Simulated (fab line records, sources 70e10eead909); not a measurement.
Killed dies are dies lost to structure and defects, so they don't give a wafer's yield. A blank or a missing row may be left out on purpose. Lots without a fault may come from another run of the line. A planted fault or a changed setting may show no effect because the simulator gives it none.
fab line records | flow nand_harc
record lots=12 wafers=36 last_day=24
route steps=1159 shown P_ZERO_WELL@46 P_STI@106 P_GATE@124 END@1159
lots that met no fault: from a run of the same line without faults
start_h: hours from the record's first day to the start of the lot's first wafer shown | wait_h: hours since the lot's step before | " the same as in the row above | L1.1+2: a row that stands for several wafers | - no value, or no start given | * or withheld: withheld | < > ~ a bound
route shown NAME@n: a module of which the file shows steps, and the number in the route of the first | usual: mean/standard deviation of fault-free wafers | same: alike in all rows | chamber/n: place in a boat | sites: the reading at each site | _std_site: their standard deviation | _edge_site: outer sites' mean less inner sites' | radius_mm: how far each site lies from the wafer's centre | mask NAME#n: copy n | behind: the tool/chamber that last shaped the wafer | hold: why the lot was held/for how many hours/how that ended | device: the transistor (n, p or np) that didn't switch | end of line: the same wafers' tests at the end of the route | a step without rows: its recipe alone | killed: dies lost to structure and defects at the first sort, not the wafer's yield | map: a wafer's dies, x killed, . not, _ none there
set.NAME: the setting as run; set.NAME@STEP: as run at that earlier step | model.NAME: the simulator's own value behind a step, which no gauge read
steps of the route over a sample of lots; a table a step, a row a wafer
services: from which hour (start_h, from the record's first day; less than 0 if before it) a tool's chamber was out of use, for how many hours, and why
## steps
# step NHARC_P_ZERO_WELL_DESCUM_39
# recipe time_s=3 o2_flow_sccm=200 ar_flow_sccm=0 bias_power_w=0 chemistry=O2
# usual drypump_motor_current_A=5.69/0.3 oes_product_au=1.002/0.0098 rf_vpp_V=58.0/0.81 showerhead_plenum_p_Torr=1.94/0.086 throttle_valve_pct=11.312/0.0094
# columns lot.wafer tool chamber start_h wait_h drypump_motor_current_A oes_product_au rf_hours_counter_h rf_vpp_V showerhead_plenum_p_Torr throttle_valve_pct
L208.3 rie_diel-12 1 22.46 - 5.16 0.989 11 58.4 2.07 11.310
L208.4 " 2 " " 5.57 1.000 10 57.6 1.98 11.314
L208.5 " 3 " " 5.96 0.985 - 58.8 2.05 11.328
L209.1 rie_diel-04 1 28.33 - 6.19 1.018 4 57.4 1.93 11.318
L209.2 " 3 " " 5.35 1.007 4 56.7 1.81 11.300
L209.6 " 2 " " 5.57 0.997 - 57.4 1.85 11.323
L210.2 rie_diel-04 1 34.43 - 6.21 1.018 4 57.5 1.93 11.313
L210.4 " 2 " " 5.54 0.997 5 56.8 1.85 11.315
L210.1 " 0 " " 5.75 1.004 4 56.4 1.87 11.307
L211.1 rie_diel-12 0 40.18 - 5.72 1.012 0 58.3 1.86 11.313
L211.3 " 1 " " 5.15 1.004 0 59.7 2.06 11.335
L211.6 " 0 " " 5.72 1.000 - 56.1 1.86 11.321
L212.3 rie_diel-12 2 46.34 - 5.58 0.984 1 57.1 1.98 11.311
L212.1 " 0 " " 5.71 1.007 0 56.5 1.86 11.292
L212.5 " 1 " " 5.14 1.002 - 58.3 2.06 11.308
L216.2 rie_diel-12 3 70.14 - 5.97 0.993 2 57.8 2.05 11.297
L216.1 " 1 " " 5.16 0.999 1 58.6 2.06 11.336
L216.5 " 3 " " 5.96 0.986 - 58.5 2.05 11.312
L217.3 rie_diel-04 2 76.40 - 5.54 0.998 8 57.7 1.85 11.313
L217.4 " 3 " " 5.38 0.995 7 58.5 1.81 11.305
L217.5 " 1 " " 6.18 1.025 - 58.8 1.93 11.296
L219.1 rie_diel-04 2 88.41 - 5.49 1.020 8 57.1 1.85 11.315
L219.3 " 0 " " 5.75 1.014 7 56.6 1.87 11.305
L219.5 " 1 " " 6.16 1.028 - 58.0 1.93 11.296
L221.3 rie_diel-04 2 100.25 - 5.52 1.004 9 56.7 1.85 11.306
L221.2 " 3 " " 5.36 0.997 8 57.1 1.81 11.302
L221.4 " 0 " " 5.71 1.000 7 58.4 1.87 11.325
L225.2 rie_diel-04 1 124.46 - 6.14 1.014 1 58.0 1.93 11.309
L225.3 " 0 " " 5.70 0.999 0 57.7 1.87 11.312
L225.6 " 1 " " 6.14 1.009 - 57.2 1.93 11.315
L228.4 rie_diel-12 3 142.05 - 5.96 0.993 8 58.8 2.05 11.338
L228.1 " 1 " " 5.16 1.007 6 57.4 2.06 11.322
L228.6 " 3 " " 5.97 0.996 - 58.7 2.05 11.302
L230.2 rie_diel-09 2 154.30 - 6.17 1.003 5 56.9 1.84 11.316
L230.1 " 3 " " 5.93 0.992 5 57.8 2.01 11.320
L230.5 " 2 " " 6.16 1.003 - 58.0 1.84 11.312
# step NHARC_P_ZERO_WELL_INSPECT_43
# usual raw_defect_count=15/6.3
# columns lot.wafer tool chamber start_h wait_h raw_defect_count
L208.3 defect_inspect-01 - 25.64 0.4 7
L208.4 " - " " 10
L208.5 " - " " 3
L209.1 defect_inspect-01 - 31.68 0.6 28
L209.2 " - " " 28
L209.6 " - " " 29
L210.1 defect_inspect-02 - 37.75 0.6 12
L210.2 " - " " 16
L210.4 " - " " 9
L211.1 defect_inspect-01 - 43.48 0.6 16
L211.3 " - " " 13
L211.6 " - " " 18
L212.1 defect_inspect-01 - 49.50 0.6 15
L212.3 " - " " 13
L212.5 " - " " 12
L216.1 defect_inspect-02 - 73.42 0.6 26
L216.2 " - " " 15
L216.5 " - " " 17
L217.3 defect_inspect-02 - 79.70 0.4 12
L217.4 " - " " 9
L217.5 " - " " 3
L219.1 defect_inspect-01 - 91.69 0.6 21
L219.3 " - " " 13
L219.5 " - " " 20
L221.2 defect_inspect-02 - 103.54 0.5 14
L221.3 " - " " 11
L221.4 " - " " 9
L225.2 defect_inspect-02 - 127.77 0.5 20
L225.3 " - " " 13
L225.6 " - " " 13
L228.1 defect_inspect-01 - 145.34 0.6 36
L228.4 " - " " 22
L228.6 " - " " 10
L230.1 defect_inspect-02 - 157.47 0.6 15
L230.2 " - " " 16
L230.5 " - " " 9
# step NHARC_P_STI_PRECLEAN_38
# recipe time_s=* temp_c=50 bath_age_min=0 chemistry=SC1
# columns lot.wafer tool chamber start_h wait_h
L209.2+6+1 wet_bench-02 3,5,7 63.05 -
L208.5+4+3 wet_bench-05 3,5,0 63.06 -
L211.3+6+1 wet_bench-02 7,0,2 76.49 -
L210.2+4+1 wet_bench-05 7,1,4 76.64 -
L212.1+5+3 wet_bench-02 4,5,7 85.41 -
L216.2+5+1 wet_bench-05 0,1,4 106.90 -
L217.4+3+5 wet_bench-05 0,4,5 119.14 -
L219.5+3+1 wet_bench-02 3,5,7 135.43 -
L221.2+4+3 wet_bench-05 3,7,0 135.58 -
L225.6+2+3 wet_bench-05 5,6,1 159.66 -
L228.4+1+6 wet_bench-06 4,7,0 182.84 -
L230.5+2+1 wet_bench-06 6,7,0 188.48 -
# step NHARC_P_STI_INSPECT_25
# usual raw_defect_count=226/110
# columns lot.wafer tool chamber start_h wait_h raw_defect_count
L209.1 defect_inspect-01 - 71.15 0.4 239
L209.2 " - " " 232
L209.6 " - " " 657
L208.3 defect_inspect-02 - 71.15 0.4 100
L208.4 " - " " 267
L208.5 " - " " 173
L211.1 defect_inspect-02 - 84.68 0.4 257
L211.3 " - " " 263
L211.6 " - " " 387
L210.1 defect_inspect-01 - 84.68 0.4 345
L210.2 " - " " 277
L210.4 " - " " 418
L212.1 defect_inspect-02 - 93.43 0.4 173
L212.3 " - " " 255
L212.5 " - " " 129
L216.1 defect_inspect-01 - 114.97 0.4 294
L216.2 " - " " 622
L216.5 " - " " 199
L217.3 defect_inspect-01 - 127.08 0.4 133
L217.4 " - " " 194
L217.5 " - " " 370
L219.1 defect_inspect-01 - 143.53 0.4 186
L219.3 " - " " 340
L219.5 " - " " 246
L221.2 defect_inspect-02 - 143.55 0.4 1096
L221.3 " - " " 1213
L221.4 " - " " 1160
L225.2 defect_inspect-01 - 165.76 0.4 1269
L225.3 " - " " 1242
L225.6 " - " " 1285
L228.1 defect_inspect-02 - 195.78 0.4 221
L228.4 " - " " 186
L228.6 " - " " 113
L230.1 defect_inspect-01 - 195.78 0.4 329
L230.2 " - " " 148
L230.5 " - " " 239
# step NHARC_P_GATE_DESCUM_13
# recipe time_s=3 o2_flow_sccm=200 ar_flow_sccm=0 bias_power_w=0 chemistry=O2
# usual drypump_motor_current_A=5.9/0.46 oes_product_au=0.999/0.0092 rf_vpp_V=57.7/0.91 showerhead_plenum_p_Torr=1.89/0.084 throttle_valve_pct=11.311/0.0097
# columns lot.wafer tool chamber start_h wait_h drypump_motor_current_A oes_product_au rf_hours_counter_h rf_vpp_V showerhead_plenum_p_Torr throttle_valve_pct
L208.3 rie_diel-05 1 79.65 - 5.2 0.991 15 58.8 1.81 11.310
L208.4 " 2 " " 6.7 0.992 16 57.3 1.83 11.312
L208.5 " 0 " " 5.9 1.001 - 56.7 1.80 11.300
L209.1 rie_diel-05 0 79.79 - 5.8 0.995 17 57.9 1.81 11.308
L209.2 " 2 " " 6.7 1.002 16 56.9 1.83 11.286
L209.6 " 0 " " 5.8 1.003 - 57.2 1.80 11.319
L211.3 rie_diel-05 2 93.05 - 6.6 0.985 19 58.5 1.83 11.303
L211.1 " 3 " " 5.6 0.983 18 56.6 2.01 11.300
L211.6 " 3 " " 5.7 0.995 - 58.3 2.01 11.304
L210.2 rie_diel-05 1 93.21 - 5.2 0.990 18 58.4 1.81 11.316
L210.4 " 2 " " 6.7 1.002 19 57.3 1.83 11.298
L210.1 " 3 " " 5.7 0.994 18 59.4 2.01 11.314
L212.3 rie_diel-05 3 104.78 - 5.6 0.989 20 57.8 2.01 11.307
L212.1 " 1 " " 5.2 1.000 19 56.8 1.81 11.308
L212.5 " 3 " " 5.7 1.003 - 58.1 2.01 11.305
L216.2 rie_diel-05 0 123.93 - 5.9 0.996 25 56.4 1.80 11.306
L216.1 " 2 " " 6.7 0.994 24 57.9 1.83 11.308
L216.5 " 2 " " 6.6 0.994 - 57.2 1.83 11.321
L217.3 rie_diel-02 1 135.14 - 5.9 1.006 57 57.2 1.93 11.308
L217.4 " 3 " " 5.9 1.005 51 56.4 1.97 11.298
L217.5 " 0 " " 6.4 1.002 - 58.7 1.80 11.320
L221.2 rie_diel-13 1 151.73 - 5.6 1.014 17 59.2 1.94 11.314
L221.3 " 3 " " 5.8 1.010 18 58.2 1.96 11.323
L221.4 " 0 " " 5.1 1.011 18 57.5 1.84 11.308
L219.3 rie_diel-13 2 151.83 - 5.7 0.994 18 59.6 1.85 11.316
L219.1 " 3 " " 5.7 1.004 18 58.5 1.96 11.297
L219.5 " 0 " " 5.1 1.007 - 56.5 1.84 11.313
L225.2 rie_diel-13 2 173.89 - 5.7 1.011 26 58.9 1.85 11.308
L225.3 " 3 " " 5.8 1.016 27 55.9 1.96 11.295
L225.6 " 1 " " 5.6 1.011 - 58.8 1.94 11.305
L228.1 rie_diel-02 1 204.26 - 6.0 0.989 18 55.8 1.92 11.293
L228.4 " 2 " " 5.4 1.009 9 58.0 2.01 11.315
L228.6 " 3 " " 5.9 0.996 - 58.2 1.97 11.326
L230.1 rie_diel-05 2 204.40 - 6.7 0.983 6 56.8 1.83 11.315
L230.2 " 0 " " 5.9 1.002 8 56.3 1.80 11.313
L230.5 " 1 " " 5.2 0.993 - 56.5 1.81 11.313
# step NHARC_P_GATE_INSPECT_28
# usual raw_defect_count=6.4/2.7
# columns lot.wafer tool chamber start_h wait_h raw_defect_count
L209.1 defect_inspect-01 - 93.45 0.0 6
L209.2 " - " " 7
L209.6 " - " " 2
L208.3 defect_inspect-02 - 93.60 0.0 9
L208.4 " - " " 8
L208.5 " - " " 3
L210.1 defect_inspect-01 - 109.20 0.0 6
L210.2 " - " " 4
L210.4 " - " " 2
L211.1 defect_inspect-01 - 109.36 0.0 11
L211.3 " - " " 3
L211.6 " - " " 6
L212.1 defect_inspect-01 - 121.38 0.0 6
L212.3 " - " " 7
L212.5 " - " " 7
L216.1 defect_inspect-02 - 140.78 0.0 5
L216.2 " - " " 6
L216.5 " - " " 8
L217.3 defect_inspect-01 - 149.45 0.0 6
L217.4 " - " " 6
L217.5 " - " " 15
L219.1 defect_inspect-02 - 165.91 0.0 5
L219.3 " - " " 15
L219.5 " - " " 8
L221.2 defect_inspect-01 - 166.07 0.0 999
L221.3 " - " " 1052
L221.4 " - " " 1026
L225.2 defect_inspect-02 - 190.10 0.0 1009
L225.3 " - " " 1118
L225.6 " - " " 1034
L228.1 defect_inspect-02 - 218.12 0.0 8
L228.4 " - " " 3
L228.6 " - " " 9
L230.1 defect_inspect-01 - 218.27 0.0 6
L230.2 " - " " 5
L230.5 " - " " 3
# step NHARC_END_SORT_01
# recipe temp_c=25
# usual killed_at_array=27/11 killed_at_other=0.6/0.89 killed_at_periphery=3.0/2.4 killed_dies=31/12 killed_open=3.2/1.6 killed_short=2.0/1.5
# same gross_dies=677
# columns lot.wafer tool chamber start_h wait_h killed_at_array killed_at_other killed_at_periphery killed_dies killed_open killed_short
L209.1 prober-01 0 449.02 2.5 16 0 1 17 4 2
L209.2 prober-01 0 449.82 2.8 23 0 3 26 3 2
L209.6 prober-01 0 453.00 4.0 19 3 1 23 3 2
L208.3 prober-01 0 458.34 3.1 23 1 4 28 3 0
L208.4 prober-01 0 459.14 3.4 21 0 4 25 2 0
L208.5 prober-01 0 459.93 3.7 33 0 1 34 2 4
L210.1 prober-02 0 464.75 2.5 10 0 0 10 5 0
L210.2 prober-02 0 465.55 2.8 12 0 2 14 4 0
L210.4 prober-02 0 467.16 3.4 12 0 4 16 3 4
L211.1 prober-01 0 472.20 2.5 38 0 4 42 5 1
L211.3 prober-01 0 473.80 3.1 36 0 8 44 5 1
L211.6 prober-01 0 476.20 4.0 35 0 11 46 4 3
L212.1 prober-01 0 480.02 2.5 15 0 3 18 2 2
L212.3 prober-01 0 481.62 3.1 12 0 3 15 2 2
L212.5 prober-01 0 483.23 3.7 10 0 0 10 3 1
L216.1 prober-02 0 498.77 2.4 37 1 2 40 0 2
L216.2 prober-02 0 499.57 2.8 31 0 3 34 6 0
L216.5 prober-02 0 501.97 3.7 38 1 1 40 5 4
L217.3 prober-01 0 500.48 3.1 30 1 3 34 5 2
L217.4 prober-01 0 501.29 3.4 31 0 3 34 2 2
L217.5 prober-01 0 502.10 3.7 25 0 5 30 3 6
L221.2 prober-01 0 517.62 2.8 29 2 57 88 5 3
L221.3 prober-01 0 518.42 3.1 30 0 100 130 3 2
L221.4 prober-01 0 519.22 3.4 25 1 45 71 4 4
L219.1 prober-01 0 524.60 2.5 23 0 3 26 2 2
L219.3 prober-01 0 526.22 3.1 31 0 5 36 2 3
L219.5 prober-01 0 527.84 3.7 27 1 2 30 2 3
L225.2 prober-01 0 535.28 2.8 25 0 49 74 4 1
L225.3 prober-01 0 536.09 3.1 27 1 99 127 1 2
L225.6 prober-01 0 538.51 4.0 35 1 40 76 2 5
L228.1 prober-01 0 563.51 2.5 26 1 5 32 2 2
L228.4 prober-01 0 565.91 3.4 36 0 8 44 3 0
L228.6 prober-01 0 567.52 4.0 35 2 3 40 1 2
L230.1 prober-02 0 563.52 2.5 31 1 1 33 1 3
L230.2 prober-02 0 564.31 2.8 31 1 4 36 4 0
L230.5 prober-02 0 566.69 3.7 21 0 1 22 0 3
# killed by level:class
L209.1 A_SLIT:chamber_film_flake=5 A_CONTACT:chamber_film_flake=4 A_M0:geometric_particle:open=2 P_M0:geometric_particle:open=1 A_CHANNEL_HOLE_D1:geometric_particle:short=1 A_SGD_CUT:geometric_particle:open=1 A_WL_FILL:geometric_particle:short=1 A_CHANNEL_HOLE_D1:chamber_film_flake=1
L209.2 A_SLIT:chamber_film_flake=12 A_CONTACT:chamber_film_flake=4 A_STAIRCASE:chamber_film_flake=2 P_M0:geometric_particle:open=1 P_M1:geometric_particle:short=1 A_CONTACT:geometric_particle:open=1 A_M0:geometric_particle:open=1 A_M1:geometric_particle:short=1
L209.6 A_SLIT:chamber_film_flake=10 HYBRID_BOND:chamber_film_flake=3 A_CONTACT:chamber_film_flake=2 P_CONTACT:geometric_particle:open=1 A_CHANNEL_HOLE_D1:geometric_particle:short=1 A_CHANNEL_HOLE_D1:geometric_particle:open=1 A_CONTACT:geometric_particle:open=1 A_BLC:geometric_particle:short=1
L208.3 A_CHANNEL_HOLE_D1:chamber_film_flake=9 A_SLIT:chamber_film_flake=9 A_M0:geometric_particle:open=2 P_STI:chamber_film_flake=2 A_STAIRCASE:chamber_film_flake=2 P_CONTACT:geometric_particle:open=1 P_GATE:chamber_film_flake=1 A_CONTACT:chamber_film_flake=1
L208.4 A_CHANNEL_HOLE_D1:chamber_film_flake=8 A_SLIT:chamber_film_flake=7 A_STAIRCASE:chamber_film_flake=3 P_GATE:chamber_film_flake=2 P_GATE:geometric_particle:open=1 A_CONTACT:geometric_particle:open=1 P_STI:chamber_film_flake=1 A_CONTACT:chamber_film_flake=1
L208.5 A_CHANNEL_HOLE_D1:chamber_film_flake=14 A_SLIT:chamber_film_flake=6 A_WL_FILL:chamber_film_flake=3 A_CONTACT:chamber_film_flake=2 A_ONON_D1:geometric_particle:open=1 A_CHANNEL_HOLE_D1:geometric_particle:short=1 A_CHANNEL_FILL_D1:geometric_particle:short=1 A_CONTACT:geometric_particle:open=1
L210.1 A_CHANNEL_HOLE_D1:geometric_particle:open=2 A_M0:geometric_particle:open=2 A_CHANNEL_FILL_D1:chamber_film_flake=2 A_SLIT:chamber_film_flake=2 A_WL_FILL:geometric_particle:open=1 A_CHANNEL_HOLE_D1:chamber_film_flake=1
L210.2 A_CHANNEL_HOLE_D1:chamber_film_flake=3 A_CONTACT:geometric_particle:open=2 A_CHANNEL_FILL_D1:chamber_film_flake=2 P_CONTACT:geometric_particle:open=1 A_M1:geometric_particle:open=1 P_GATE:chamber_film_flake=1 A_STAIRCASE:chamber_film_flake=1 A_SLIT:chamber_film_flake=1
L210.4 P_GATE:chamber_film_flake=3 A_CHANNEL_HOLE_D1:chamber_film_flake=2 A_SLIT:chamber_film_flake=2 P_GATE:geometric_particle:short=1 A_CHANNEL_FILL_D1:geometric_particle:open=1 A_SGD_CUT:geometric_particle:open=1 A_WL_FILL:geometric_particle:short=1 A_CONTACT:geometric_particle:short=1
L211.1 A_STAIRCASE:chamber_film_flake=10 A_CHANNEL_HOLE_D1:chamber_film_flake=9 A_SLIT:chamber_film_flake=7 A_ZERO_WELL:chamber_film_flake=3 A_CONTACT:chamber_film_flake=3 A_CONTACT:geometric_particle:open=2 P_M1:chamber_film_flake=2 P_M0:geometric_particle:open=1
L211.3 A_CHANNEL_HOLE_D1:chamber_film_flake=12 A_SLIT:chamber_film_flake=11 A_STAIRCASE:chamber_film_flake=8 P_M0:geometric_particle:open=2 P_M1:chamber_film_flake=2 A_CONTACT:chamber_film_flake=2 P_CONTACT:geometric_particle:short=1 P_CONTACT:geometric_particle:open=1
L211.6 A_CHANNEL_HOLE_D1:chamber_film_flake=15 A_STAIRCASE:chamber_film_flake=11 A_SLIT:chamber_film_flake=7 P_CONTACT:geometric_particle:short=3 P_ZERO_WELL:chamber_film_flake=2 P_M1:chamber_film_flake=2 P_M2:chamber_film_flake=2 P_GATE:geometric_particle:open=1
L212.1 A_SLIT:chamber_film_flake=5 A_CONTACT:chamber_film_flake=4 A_CHANNEL_HOLE_D1:chamber_film_flake=2 A_STAIRCASE:chamber_film_flake=2 P_CONTACT:geometric_particle:open=1 P_M0:geometric_particle:open=1 A_SGD_CUT:geometric_particle:short=1 A_WL_FILL:geometric_particle:short=1
L212.3 A_CHANNEL_HOLE_D1:chamber_film_flake=5 A_CONTACT:chamber_film_flake=3 P_ZERO_WELL:chamber_film_flake=2 P_GATE:geometric_particle:short=1 A_SOURCE_PLATE:geometric_particle:short=1 A_SOURCE_PLATE:geometric_particle:open=1 A_CONTACT:geometric_particle:open=1 A_STAIRCASE:chamber_film_flake=1
L212.5 A_CHANNEL_HOLE_D1:chamber_film_flake=2 A_STAIRCASE:chamber_film_flake=2 A_CHANNEL_HOLE_D1:geometric_particle:short=1 A_CHANNEL_FILL_D1:geometric_particle:open=1 A_WL_FILL:geometric_particle:open=1 A_M0:geometric_particle:open=1 A_SLIT:chamber_film_flake=1 A_CONTACT:chamber_film_flake=1
L216.1 A_CHANNEL_HOLE_D1:chamber_film_flake=13 A_SLIT:chamber_film_flake=8 A_STAIRCASE:chamber_film_flake=6 A_CONTACT:chamber_film_flake=6 P_GATE:chamber_film_flake=2 A_ZERO_WELL:chamber_film_flake=2 A_CHANNEL_FILL_D1:geometric_particle:short=1 A_WL_FILL:geometric_particle:short=1
L216.2 A_CHANNEL_HOLE_D1:chamber_film_flake=13 A_SLIT:chamber_film_flake=8 A_CONTACT:geometric_particle:open=2 A_M0:geometric_particle:open=2 A_CONTACT:chamber_film_flake=2 P_M1:geometric_particle:open=1 A_BLC:geometric_particle:open=1 P_STI:chamber_film_flake=1
L217.3 A_CHANNEL_HOLE_D1:chamber_film_flake=13 A_SGD_CUT:chamber_film_flake=7 A_STAIRCASE:chamber_film_flake=3 P_M0:geometric_particle:short=1 P_M2:geometric_particle:open=1 A_SOURCE_PLATE:geometric_particle:short=1 A_ONON_D1:geometric_particle:open=1 A_CHANNEL_FILL_D1:geometric_particle:open=1
L217.4 A_CHANNEL_HOLE_D1:chamber_film_flake=15 A_STAIRCASE:chamber_film_flake=5 A_SGD_CUT:chamber_film_flake=5 A_CONTACT:chamber_film_flake=4 P_CONTACT:geometric_particle:open=1 P_M0:geometric_particle:open=1 A_CONTACT:geometric_particle:short=1 A_BLC:geometric_particle:short=1
L216.5 A_CHANNEL_HOLE_D1:chamber_film_flake=18 A_SLIT:chamber_film_flake=9 A_SGD_CUT:geometric_particle:short=2 A_ZERO_WELL:chamber_film_flake=2 P_CONTACT:geometric_particle:open=1 A_CHANNEL_HOLE_D1:geometric_particle:short=1 A_SGD_CUT:geometric_particle:open=1 A_WL_FILL:geometric_particle:open=1
L217.5 A_CHANNEL_HOLE_D1:chamber_film_flake=12 A_ONON_D1:geometric_particle:short=2 A_WL_FILL:geometric_particle:short=2 A_STAIRCASE:chamber_film_flake=2 A_SGD_CUT:chamber_film_flake=2 A_CONTACT:chamber_film_flake=2 P_STI:geometric_particle:short=1 P_M0:geometric_particle:short=1
L221.2 P_STI:unspecified=56 A_SLIT:chamber_film_flake=10 A_CONTACT:chamber_film_flake=5 A_CHANNEL_HOLE_D1:chamber_film_flake=4 A_M0:geometric_particle:open=3 STARTING-WAFER:geometric_particle:short=2 A_STAIRCASE:chamber_film_flake=2 A_M0:chamber_film_flake=2
L221.3 P_STI:unspecified=99 A_CONTACT:chamber_film_flake=8 A_SLIT:chamber_film_flake=6 A_STAIRCASE:chamber_film_flake=4 A_SGD_CUT:chamber_film_flake=3 A_ONON_D1:geometric_particle:open=2 A_CHANNEL_HOLE_D1:chamber_film_flake=2 P_GATE:geometric_particle:short=1
L221.4 P_STI:unspecified=39 A_CHANNEL_HOLE_D1:chamber_film_flake=6 A_SLIT:chamber_film_flake=4 A_SGD_CUT:chamber_film_flake=4 A_WL_FILL:chamber_film_flake=3 P_CONTACT:geometric_particle:open=2 A_CONTACT:chamber_film_flake=2 P_M0:geometric_particle:short=1
L219.1 A_CHANNEL_HOLE_D1:chamber_film_flake=11 A_CONTACT:chamber_film_flake=6 A_CHANNEL_FILL_D1:geometric_particle:short=1 A_WL_FILL:geometric_particle:open=1 A_M1:geometric_particle:open=1 A_M1:geometric_particle:short=1 P_ZERO_WELL:chamber_film_flake=1 P_GATE:chamber_film_flake=1
L219.3 A_CHANNEL_HOLE_D1:chamber_film_flake=13 A_CONTACT:chamber_film_flake=10 P_ZERO_WELL:chamber_film_flake=3 A_WL_FILL:geometric_particle:short=2 A_ONON_D1:geometric_particle:short=1 A_ONON_D1:geometric_particle:open=1 A_BLC:geometric_particle:open=1 P_M0:chamber_film_flake=1
L219.5 A_CHANNEL_HOLE_D1:chamber_film_flake=14 A_CONTACT:chamber_film_flake=5 A_WL_FILL:geometric_particle:short=2 P_M0:chamber_film_flake=2 A_STAIRCASE:chamber_film_flake=2 A_WL_FILL:geometric_particle:open=1 A_CONTACT:geometric_particle:open=1 STARTING-WAFER:geometric_particle:short=1
L225.2 P_STI:unspecified=45 A_SLIT:chamber_film_flake=9 A_CONTACT:chamber_film_flake=6 P_STI:chamber_film_flake=2 A_CHANNEL_HOLE_D1:chamber_film_flake=2 A_CHANNEL_FILL_D1:chamber_film_flake=2 A_STAIRCASE:chamber_film_flake=2 P_CONTACT:geometric_particle:open=1
L225.3 P_STI:unspecified=92 A_SLIT:chamber_film_flake=12 A_CHANNEL_HOLE_D1:chamber_film_flake=5 A_STAIRCASE:chamber_film_flake=4 A_CONTACT:chamber_film_flake=3 A_SGD_CUT:geometric_particle:short=2 P_GATE:chamber_film_flake=2 P_M2:chamber_film_flake=2
L225.6 P_STI:unspecified=30 A_SLIT:chamber_film_flake=16 A_CONTACT:chamber_film_flake=5 P_M2:chamber_film_flake=4 A_ONON_D1:geometric_particle:short=3 A_CHANNEL_HOLE_D1:chamber_film_flake=3 A_CHANNEL_FILL_D1:chamber_film_flake=3 A_STAIRCASE:chamber_film_flake=3
L228.1 A_SLIT:chamber_film_flake=13 A_CHANNEL_HOLE_D1:chamber_film_flake=5 A_CHANNEL_FILL_D1:chamber_film_flake=3 P_CONTACT:chamber_film_flake=2 P_GATE:geometric_particle:open=1 P_GATE:geometric_particle:short=1 A_CHANNEL_FILL_D1:geometric_particle:open=1 A_M1:geometric_particle:short=1
L230.1 A_CHANNEL_HOLE_D1:chamber_film_flake=18 A_CONTACT:chamber_film_flake=5 A_STAIRCASE:chamber_film_flake=4 A_CHANNEL_FILL_D1:geometric_particle:short=2 P_M2:geometric_particle:short=1 A_M0:geometric_particle:open=1 A_SLIT:chamber_film_flake=1 THIN_TSV:chamber_film_flake=1
L230.2 A_CHANNEL_HOLE_D1:chamber_film_flake=22 A_CONTACT:chamber_film_flake=4 A_WL_FILL:geometric_particle:open=2 P_CONTACT:geometric_particle:open=1 A_CONTACT:geometric_particle:open=1 P_STI:chamber_film_flake=1 P_CONTACT:chamber_film_flake=1 P_BONDPAD:chamber_film_flake=1
L228.4 A_CHANNEL_HOLE_D1:chamber_film_flake=14 A_SLIT:chamber_film_flake=13 P_CONTACT:chamber_film_flake=4 A_CONTACT:chamber_film_flake=4 A_STAIRCASE:chamber_film_flake=3 P_GATE:chamber_film_flake=2 P_CONTACT:geometric_particle:open=1 P_M1:geometric_particle:open=1
L230.5 A_CHANNEL_HOLE_D1:chamber_film_flake=13 A_CONTACT:chamber_film_flake=5 A_SOURCE_PLATE:geometric_particle:short=1 A_CHANNEL_HOLE_D1:geometric_particle:short=1 A_CHANNEL_FILL_D1:geometric_particle:short=1 P_BONDPAD:chamber_film_flake=1
L228.6 A_SLIT:chamber_film_flake=15 A_CHANNEL_HOLE_D1:chamber_film_flake=12 A_STAIRCASE:chamber_film_flake=3 A_CONTACT:chamber_film_flake=2 THIN_TSV:chamber_film_flake=2 P_M1:geometric_particle:open=1 A_SOURCE_PLATE:geometric_particle:short=1 A_STAIRCASE:geometric_particle:short=1
## services
# columns tool chamber start_h hours kind
wet_bench-02 - 4.00 8.0 pm
rie_diel-05 1 11.87 3.4 repair
wet_bench-05 - 20.80 8.0 pm
rie_diel-12 - 25.40 9.0 pm
rie_diel-02 3 31.15 6.6 repair
rie_diel-09 0 51.68 6.7 repair
rie_diel-09 - 77.28 9.0 pm
rie_diel-09 - 91.43 2.2 repair
rie_diel-13 - 99.00 9.0 pm
rie_diel-04 - 111.90 9.0 pm
rie_diel-05 1 112.26 52.3 repair
rie_diel-02 3 120.17 5.6 repair
wet_bench-06 - 129.60 8.0 pm
rie_diel-09 0 140.02 4.0 repair
rie_diel-02 - 150.78 9.0 pm
rie_diel-05 - 160.11 0.2 repair
rie_diel-05 - 163.60 9.0 pm
rie_diel-02 0 166.70 11.0 repair
rie_diel-09 3 169.22 1.7 repair
rie_diel-02 2 178.96 18.6 repair
wet_bench-02 - 180.00 8.0 pm
rie_diel-12 2 193.05 9.4 repair
wet_bench-05 - 196.80 8.0 pm
rie_diel-12 - 202.42 9.0 pm
## key
first_sign step=NHARC_P_STI_INSPECT_25 reading=raw_defect_count direction=up sigmas=9.1 usual=226 struck=1211
effect step=NHARC_P_GATE_INSPECT_28 reading=raw_defect_count direction=up sigmas=99+ usual=6.4 struck=1039.7
effect step=NHARC_END_SORT_01 reading=killed_at_periphery direction=up sigmas=26 usual=3.0 struck=65
more_kills_born_at NHARC_P_STI_PRECLEAN_38@wet_bench-05=361
met_at NHARC_P_STI_PRECLEAN_38
struck_lots L221,L225
tester_left_out L221,L225
not_acting_at NHARC_P_ZERO_WELL_DESCUM_39,NHARC_P_ZERO_WELL_INSPECT_43,NHARC_P_GATE_DESCUM_13
onset_between 119.14 135.58
fault kind=chamber_particle_source tool=wet_bench-05 chamber=- onset_h=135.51 steps=NHARC_P_STI_PRECLEAN_38 rate_per_visit_cm2=1.6084 end_h=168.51
# tester_left_out: of these lots the tester's yield and bins aren't shown, on N5 and GAA mostly nor the transistor test; their killed dies are dies lost to structure and defects alone, not to doping, threshold or leakage, so they don't give the yield
